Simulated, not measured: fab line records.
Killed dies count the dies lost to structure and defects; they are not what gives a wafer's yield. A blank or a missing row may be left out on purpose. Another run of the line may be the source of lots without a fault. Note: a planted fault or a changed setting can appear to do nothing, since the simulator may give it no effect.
Which tool is to blame? || flow nandHarc || 12 lots with 36 wafers sampled at 5 steps, on a route of 1302 steps

== WHAT THE GAUGES READ, wafer by wafer ==
NHARC_A_BONDPAD_OVL_MEAS_35.
{"lot": "L630", "measured": "day 22 16:53", "on": "overlay-01", "overlayXNm (nm)": "-4 -4 -4", "overlayYNm (nm)": "4 4 4"}
{"lot": "L632", "measured": "day 24 04:25", "on": "overlay-02", "overlayXNm (nm)": "10 9 9", "overlayYNm (nm)": "8 8 8"}
{"lot": "L634", "measured": "day 24 17:49", "on": "overlay-02", "overlayXNm (nm)": "-5 -5 -6", "overlayYNm (nm)": "1 1 1"}
{"lot": "L635", "measured": "day 25 11:58", "on": "overlay-02", "overlayXNm (nm)": "-1 -1 -1", "overlayYNm (nm)": "-1 0 -1"}
{"lot": "L636", "measured": "day 25 23:05", "on": "overlay-02", "overlayXNm (nm)": "-1 -1 -1", "overlayYNm (nm)": "2 2 2"}
{"lot": "L639", "measured": "day 26 05:38", "on": "overlay-01", "overlayXNm (nm)": "7 8 8", "overlayYNm (nm)": "0 0 0"}
{"lot": "L640", "measured": "day 27 00:36", "on": "overlay-02", "overlayXNm (nm)": "-9 -9 -9", "overlayYNm (nm)": "-5 -5 -5"}
{"lot": "L641", "measured": "day 27 04:03", "on": "overlay-02", "overlayXNm (nm)": "-3 -3 -3", "overlayYNm (nm)": "6 6 6"}
{"lot": "L642", "measured": "day 28 08:19", "on": "overlay-01", "overlayXNm (nm)": "1 1 2", "overlayYNm (nm)": "-8 -8 -9"}
{"lot": "L643", "measured": "day 28 14:31", "on": "overlay-01", "overlayXNm (nm)": "2 2 2", "overlayYNm (nm)": "2 2 1"}
{"lot": "L645", "measured": "day 29 09:05", "on": "overlay-02", "overlayXNm (nm)": "0 0 0", "overlayYNm (nm)": "0 0 0"}
{"lot": "L646", "measured": "day 29 16:21", "on": "overlay-02", "overlayXNm (nm)": "2 3 3", "overlayYNm (nm)": "7 7 7"}

NHARC_END_SORT_01.
{"lot": "L634", "measured": "day 26 03:07", "on": "prober-02", "defectLimitedYield (%)": "94.1 91.1 94.2", "killedAtArray": "31 51 31", "killedAtOther": "5 4 3", "killedAtPeriphery": "4 5 5", "killedDies": "40 60 39", "killedOpen": "2 5 2", "killedShort": "1 2 2"}
{"lot": "L635", "measured": "day 26 17:59", "on": "prober-01", "defectLimitedYield (%)": "94.1 91.7 94.1", "killedAtArray": "38 54 39", "killedAtOther": "1 1 0", "killedAtPeriphery": "1 1 1", "killedDies": "40 56 40", "killedOpen": "0 2 3", "killedShort": "3 2 1"}
{"lot": "L636", "measured": "day 27 05:40", "on": "prober-01", "defectLimitedYield (%)": "90.3 87.4 86.4", "killedAtArray": "61 83 86", "killedAtOther": "1 1 3", "killedAtPeriphery": "4 1 3", "killedDies": "66 85 92", "killedOpen": "3 3 2", "killedShort": "3 2 2"}
{"lot": "L639", "measured": "day 27 15:53", "on": "prober-02", "defectLimitedYield (%)": "89.8 91.0 95.4", "killedAtArray": "61 55 26", "killedAtOther": "2 1 2", "killedAtPeriphery": "6 5 3", "killedDies": "69 61 31", "killedOpen": "4 0 2", "killedShort": "3 0 2"}
{"lot": "L640", "measured": "day 28 08:09", "on": "prober-01", "defectLimitedYield (%)": "93.4 90.1 91.3", "killedAtArray": "36 58 52", "killedAtOther": "4 7 3", "killedAtPeriphery": "5 2 4", "killedDies": "45 67 59", "killedOpen": "3 2 3", "killedShort": "2 3 1"}
{"lot": "L641", "measured": "day 28 10:52", "on": "prober-02", "defectLimitedYield (%)": "90.4 93.1 91.0", "killedAtArray": "59 42 57", "killedAtOther": "2 0 0", "killedAtPeriphery": "4 5 4", "killedDies": "65 47 61", "killedOpen": "3 1 0", "killedShort": "1 4 3"}
{"lot": "L646", "measured": "day 31 03:02", "on": "prober-01", "defectLimitedYield (%)": "93.8 91.9 0", "killedAtArray": "32 48 671", "killedAtOther": "0 1 1", "killedAtPeriphery": "10 6 5", "killedDies": "42 55 677", "killedOpen": "3 2 2", "killedShort": "2 6 6"}

== WHAT TOOL EACH LOT RAN ON (gives the tool, then ch and the chambers of the sampled wafers, and finally the start) ==
{"lot": "L630", "NHARC_A_BONDPAD_ETCH_34": "rieDiel-04 ch 1,2,3, day 22 17:06", "NHARC_A_BONDPAD_ETCH_12": "rieDiel-04 ch 0,2,3, day 22 17:11", "NHARC_A_BONDPAD_PVD_27": "pvdSputter-01, no start"}
{"lot": "L632", "NHARC_A_BONDPAD_ETCH_34": "rieDiel-04 ch 0,1,3, day 24 04:38", "NHARC_A_BONDPAD_ETCH_12": "rieDiel-04 ch 2,3, day 24 04:44", "NHARC_A_BONDPAD_PVD_27": "pvdSputter-02, no start"}
{"lot": "L634", "NHARC_A_BONDPAD_ETCH_34": "rieDiel-02 ch 0,1,3, day 24 18:02", "NHARC_A_BONDPAD_ETCH_12": "rieDiel-02 ch 1,2,3, day 24 18:08", "NHARC_A_BONDPAD_PVD_27": "pvdSputter-03, day 26 03:07 or earlier"}
{"lot": "L635", "NHARC_A_BONDPAD_ETCH_34": "rieDiel-04 ch 0,2,3, day 25 12:11", "NHARC_A_BONDPAD_ETCH_12": "rieDiel-04 ch 1,2, day 25 12:17", "NHARC_A_BONDPAD_PVD_27": "pvdSputter-02, day 26 17:59 or earlier"}
{"lot": "L636", "NHARC_A_BONDPAD_ETCH_34": "rieDiel-09 ch 1,2,3, day 25 23:19", "NHARC_A_BONDPAD_ETCH_12": "rieDiel-09 ch 1,2, day 25 23:23", "NHARC_A_BONDPAD_PVD_27": "pvdSputter-02, day 27 05:40 or earlier"}
{"lot": "L639", "NHARC_A_BONDPAD_ETCH_34": "rieDiel-04 ch 1,2,3, day 26 05:51", "NHARC_A_BONDPAD_ETCH_12": "rieDiel-04 ch 2,3, day 26 05:56", "NHARC_A_BONDPAD_PVD_27": "pvdSputter-03, day 27 15:53 or earlier"}
{"lot": "L640", "NHARC_A_BONDPAD_ETCH_34": "rieDiel-09 ch 1,2, day 27 00:49", "NHARC_A_BONDPAD_ETCH_12": "rieDiel-09 ch 0,2, day 27 00:55", "NHARC_A_BONDPAD_PVD_27": "pvdSputter-03, day 28 08:09 or earlier"}
{"lot": "L641", "NHARC_A_BONDPAD_ETCH_34": "rieDiel-04 ch 0,2,3, day 27 04:17", "NHARC_A_BONDPAD_ETCH_12": "rieDiel-04 ch 2,3, day 27 04:22", "NHARC_A_BONDPAD_PVD_27": "pvdSputter-03, day 28 10:52 or earlier"}
{"lot": "L642", "NHARC_A_BONDPAD_ETCH_34": "rieDiel-04 ch 2,3, day 28 08:32", "NHARC_A_BONDPAD_ETCH_12": "rieDiel-04 ch 1,3, day 28 08:37", "NHARC_A_BONDPAD_PVD_27": "pvdSputter-01, no start"}
{"lot": "L643", "NHARC_A_BONDPAD_ETCH_34": "rieDiel-04 ch 1,2,3, day 28 14:44", "NHARC_A_BONDPAD_ETCH_12": "rieDiel-04 ch 1,2,3, day 28 14:49", "NHARC_A_BONDPAD_PVD_27": "pvdSputter-02, no start"}
{"lot": "L645", "NHARC_A_BONDPAD_ETCH_34": "rieDiel-02 ch 0,2,3, day 29 09:19", "NHARC_A_BONDPAD_ETCH_12": "rieDiel-02 ch 0,2,3, day 29 09:25", "NHARC_A_BONDPAD_PVD_27": "pvdSputter-01, no start"}
{"lot": "L646", "NHARC_A_BONDPAD_ETCH_34": "rieDiel-04 ch 0,2,3, day 29 16:35", "NHARC_A_BONDPAD_ETCH_12": "rieDiel-04 ch 2,3, day 29 16:43", "NHARC_A_BONDPAD_PVD_27": "pvdSputter-02, day 31 03:02 or earlier"}
- NHARC_A_BONDPAD_ETCH_34: etches the open film in N2/H2, target depth 60 nm, overetch 18 nm, time 65.91 s.
- NHARC_A_BONDPAD_ETCH_12: etches the open film in CHF3/O2, target depth 220 nm, time 110 s.
- NHARC_A_BONDPAD_PVD_27: deposits Cu, target thk 30 nm, time 20.49 s.

== AS READ BY THE TOOLS THEMSELVES (means over the sampled wafers that have a number; for cases with no such wafer, the mark the record gives instead) ==
NHARC_A_BONDPAD_ETCH_34.
{"lot": "L630", "tool": "rieDiel-04", "drypumpMotorCurrentA (A)": 5.5, "oesProductAu (a.u.)": 0.990, "rfFwdPowerW (W)": 395.6, "rfVppV (V)": 434, "showerheadPlenumPTorr (Torr)": 2.14, "throttleValvePct (%)": 14.174}
{"lot": "L632", "tool": "rieDiel-04", "drypumpMotorCurrentA (A)": 5.6, "oesProductAu (a.u.)": 1.001, "rfFwdPowerW (W)": 395.6, "rfVppV (V)": 434, "showerheadPlenumPTorr (Torr)": 2.16, "throttleValvePct (%)": 14.178}
{"lot": "L634", "tool": "rieDiel-02", "drypumpMotorCurrentA (A)": 5.5, "oesProductAu (a.u.)": 0.997, "rfFwdPowerW (W)": 397.2, "rfVppV (V)": 431, "showerheadPlenumPTorr (Torr)": 2.03, "throttleValvePct (%)": 14.165}
{"lot": "L635", "tool": "rieDiel-04", "drypumpMotorCurrentA (A)": 5.8, "oesProductAu (a.u.)": 0.998, "rfFwdPowerW (W)": 396.4, "rfVppV (V)": 434, "showerheadPlenumPTorr (Torr)": 2.18, "throttleValvePct (%)": 14.171}
{"lot": "L636", "tool": "rieDiel-09", "drypumpMotorCurrentA (A)": 5.5, "oesProductAu (a.u.)": 1.004, "rfFwdPowerW (W)": 396.8, "rfVppV (V)": 431, "showerheadPlenumPTorr (Torr)": 2.04, "throttleValvePct (%)": 14.170}
{"lot": "L639", "tool": "rieDiel-04", "drypumpMotorCurrentA (A)": 5.5, "oesProductAu (a.u.)": 0.995, "rfFwdPowerW (W)": 396.4, "rfVppV (V)": 432, "showerheadPlenumPTorr (Torr)": 2.13, "throttleValvePct (%)": 14.177}
{"lot": "L640", "tool": "rieDiel-09", "drypumpMotorCurrentA (A)": 5.3, "oesProductAu (a.u.)": 1.007, "rfFwdPowerW (W)": 396.9, "rfVppV (V)": 430, "showerheadPlenumPTorr (Torr)": 2.01, "throttleValvePct (%)": 14.170}
{"lot": "L641", "tool": "rieDiel-04", "drypumpMotorCurrentA (A)": 5.8, "oesProductAu (a.u.)": 0.996, "rfFwdPowerW (W)": 396.5, "rfVppV (V)": 434, "showerheadPlenumPTorr (Torr)": 2.17, "throttleValvePct (%)": 14.167}
{"lot": "L642", "tool": "rieDiel-04", "drypumpMotorCurrentA (A)": 5.7, "oesProductAu (a.u.)": 0.995, "rfFwdPowerW (W)": 396.3, "rfVppV (V)": 433, "showerheadPlenumPTorr (Torr)": 2.15, "throttleValvePct (%)": 14.163}
{"lot": "L643", "tool": "rieDiel-04", "drypumpMotorCurrentA (A)": 5.5, "oesProductAu (a.u.)": 0.994, "rfFwdPowerW (W)": 397.1, "rfVppV (V)": 434, "showerheadPlenumPTorr (Torr)": 2.13, "throttleValvePct (%)": 14.179}
{"lot": "L645", "tool": "rieDiel-02", "drypumpMotorCurrentA (A)": 5.5, "oesProductAu (a.u.)": 1.018, "rfFwdPowerW (W)": 397.1, "rfVppV (V)": 430, "showerheadPlenumPTorr (Torr)": 1.99, "throttleValvePct (%)": 14.174}
{"lot": "L646", "tool": "rieDiel-04", "drypumpMotorCurrentA (A)": 5.8, "oesProductAu (a.u.)": 1.005, "rfFwdPowerW (W)": 397.4, "rfVppV (V)": 434, "showerheadPlenumPTorr (Torr)": 2.17, "throttleValvePct (%)": 14.175}

NHARC_A_BONDPAD_ETCH_12.
{"lot": "L630", "tool": "rieDiel-04", "drypumpMotorCurrentA (A)": 5.8, "o2FlowSccm (sccm)": 9.97, "oesProductAu (a.u.)": 0.962, "rfFwdPowerW (W)": 495.7, "rfVppV (V)": 374.0, "showerheadPlenumPTorr (Torr)": 2.55, "throttleValvePct (%)": 20.573}
{"lot": "L632", "tool": "rieDiel-04", "drypumpMotorCurrentA (A)": 5.7, "o2FlowSccm (sccm)": 9.98, "oesProductAu (a.u.)": 0.972, "rfFwdPowerW (W)": 498.2, "rfVppV (V)": 374.0, "showerheadPlenumPTorr (Torr)": 2.53, "throttleValvePct (%)": 20.585}
{"lot": "L634", "tool": "rieDiel-02", "drypumpMotorCurrentA (A)": 5.9, "o2FlowSccm (sccm)": 10.01, "oesProductAu (a.u.)": 0.914, "rfFwdPowerW (W)": 496.6, "rfVppV (V)": 370.0, "showerheadPlenumPTorr (Torr)": 2.37, "throttleValvePct (%)": 20.575}
{"lot": "L635", "tool": "rieDiel-04", "drypumpMotorCurrentA (A)": 5.5, "o2FlowSccm (sccm)": 9.98, "oesProductAu (a.u.)": 0.971, "rfFwdPowerW (W)": 496.9, "rfVppV (V)": 371.8, "showerheadPlenumPTorr (Torr)": 2.46, "throttleValvePct (%)": 20.579}
{"lot": "L636", "tool": "rieDiel-09", "drypumpMotorCurrentA (A)": 5.2, "o2FlowSccm (sccm)": 10.02, "oesProductAu (a.u.)": 0.932, "rfFwdPowerW (W)": 497.0, "rfVppV (V)": 368.7, "showerheadPlenumPTorr (Torr)": 2.30, "throttleValvePct (%)": 20.563}
{"lot": "L639", "tool": "rieDiel-04", "drypumpMotorCurrentA (A)": 5.7, "o2FlowSccm (sccm)": 10.01, "oesProductAu (a.u.)": 0.958, "rfFwdPowerW (W)": 496.6, "rfVppV (V)": 373.3, "showerheadPlenumPTorr (Torr)": 2.53, "throttleValvePct (%)": 20.561}
{"lot": "L640", "tool": "rieDiel-09", "drypumpMotorCurrentA (A)": 5.2, "o2FlowSccm (sccm)": 9.98, "oesProductAu (a.u.)": 0.965, "rfFwdPowerW (W)": 497.3, "rfVppV (V)": 367.0, "showerheadPlenumPTorr (Torr)": 2.23, "throttleValvePct (%)": 20.568}
{"lot": "L641", "tool": "rieDiel-04", "drypumpMotorCurrentA (A)": 5.5, "o2FlowSccm (sccm)": 10.00, "oesProductAu (a.u.)": 0.980, "rfFwdPowerW (W)": 497.1, "rfVppV (V)": 373.0, "showerheadPlenumPTorr (Torr)": 2.55, "throttleValvePct (%)": 20.571}
{"lot": "L642", "tool": "rieDiel-04", "drypumpMotorCurrentA (A)": 5.3, "o2FlowSccm (sccm)": 9.99, "oesProductAu (a.u.)": 0.958, "rfFwdPowerW (W)": 497.2, "rfVppV (V)": 372.6, "showerheadPlenumPTorr (Torr)": 2.48, "throttleValvePct (%)": 20.581}
{"lot": "L643", "tool": "rieDiel-04", "drypumpMotorCurrentA (A)": 5.5, "o2FlowSccm (sccm)": 10.02, "oesProductAu (a.u.)": 0.969, "rfFwdPowerW (W)": 496.1, "rfVppV (V)": 373.8, "showerheadPlenumPTorr (Torr)": 2.50, "throttleValvePct (%)": 20.573}
{"lot": "L645", "tool": "rieDiel-02", "drypumpMotorCurrentA (A)": 5.6, "o2FlowSccm (sccm)": 10.03, "oesProductAu (a.u.)": 0.936, "rfFwdPowerW (W)": 498.4, "rfVppV (V)": 370.1, "showerheadPlenumPTorr (Torr)": 2.35, "throttleValvePct (%)": 20.577}
{"lot": "L646", "tool": "rieDiel-04", "drypumpMotorCurrentA (A)": 5.7, "o2FlowSccm (sccm)": 10.00, "oesProductAu (a.u.)": 0.854, "rfFwdPowerW (W)": 431.7, "rfVppV (V)": 373.5, "showerheadPlenumPTorr (Torr)": 2.52, "throttleValvePct (%)": 20.566}

NHARC_A_BONDPAD_PVD_27.
{"lot": "L630", "tool": "pvdSputter-01", "throttleValvePct (%)": 30.0}
{"lot": "L632", "tool": "pvdSputter-02", "throttleValvePct (%)": 30.2}
{"lot": "L634", "tool": "pvdSputter-03", "throttleValvePct (%)": 29.2}
{"lot": "L635", "tool": "pvdSputter-02", "throttleValvePct (%)": 30.5}
{"lot": "L636", "tool": "pvdSputter-02", "throttleValvePct (%)": 30.5}
{"lot": "L639", "tool": "pvdSputter-03", "throttleValvePct (%)": 29.5}
{"lot": "L640", "tool": "pvdSputter-03", "throttleValvePct (%)": 29.5}
{"lot": "L641", "tool": "pvdSputter-03", "throttleValvePct (%)": 29.1}
{"lot": "L642", "tool": "pvdSputter-01", "throttleValvePct (%)": 30.2}
{"lot": "L643", "tool": "pvdSputter-02", "throttleValvePct (%)": 29.7}
{"lot": "L645", "tool": "pvdSputter-01", "throttleValvePct (%)": 30.2}
{"lot": "L646", "tool": "pvdSputter-02", "throttleValvePct (%)": 29.2}

== THE ANSWER, worked out from the rows above alone ==
Rule: the usual values come from the lots themselves. Put in order of their means at a reading, lots are off if they are a third of the lots or fewer, leave a main group of 4 or more, and stand apart from it by a gap of 3 or more times the standard deviation of the main group's means; of several such gaps the widest counts. If all means in a main group match to the digits the tables above print for the reading, that group is not used. A lot without any number at a reading at which 4 lots or more have one is off too. The other lots that the step has rows for count as sound. The gauges are gone through in route order, then the tools' own readings, and for those a lot's mean is taken as printed above. The first step at which some lot is off is used, and at that step the reading that is off furthest; a lot without a number counts as furthest.
Off: L646 (NHARC_END_SORT_01, defectLimitedYield). For the main group the mean is 91.6 % and the standard deviation 1.7. Neither off nor sound, because the step has no rows for them: L630, L632, L642, L643, L645.
A tool fits if, at a process step before that reading, it ran every lot that is off, and no sound lot after the first of them. Not tried: the gauges at NHARC_END_SORT_01; whatever is off there is also off at NHARC_A_BONDPAD_ETCH_12, on other tools, and gauge error can't account for it. Because NHARC_A_BONDPAD_PVD_27 lacks a start for some lots, the hours and order of its lots are taken from NHARC_END_SORT_01. 2 tools fit, rieDiel-04 at NHARC_A_BONDPAD_ETCH_34 and NHARC_A_BONDPAD_ETCH_12 and pvdSputter-02 at NHARC_A_BONDPAD_PVD_27, so this cannot tell which one it is.

== WHAT WAS PUT IN BY THE SIMULATOR ==
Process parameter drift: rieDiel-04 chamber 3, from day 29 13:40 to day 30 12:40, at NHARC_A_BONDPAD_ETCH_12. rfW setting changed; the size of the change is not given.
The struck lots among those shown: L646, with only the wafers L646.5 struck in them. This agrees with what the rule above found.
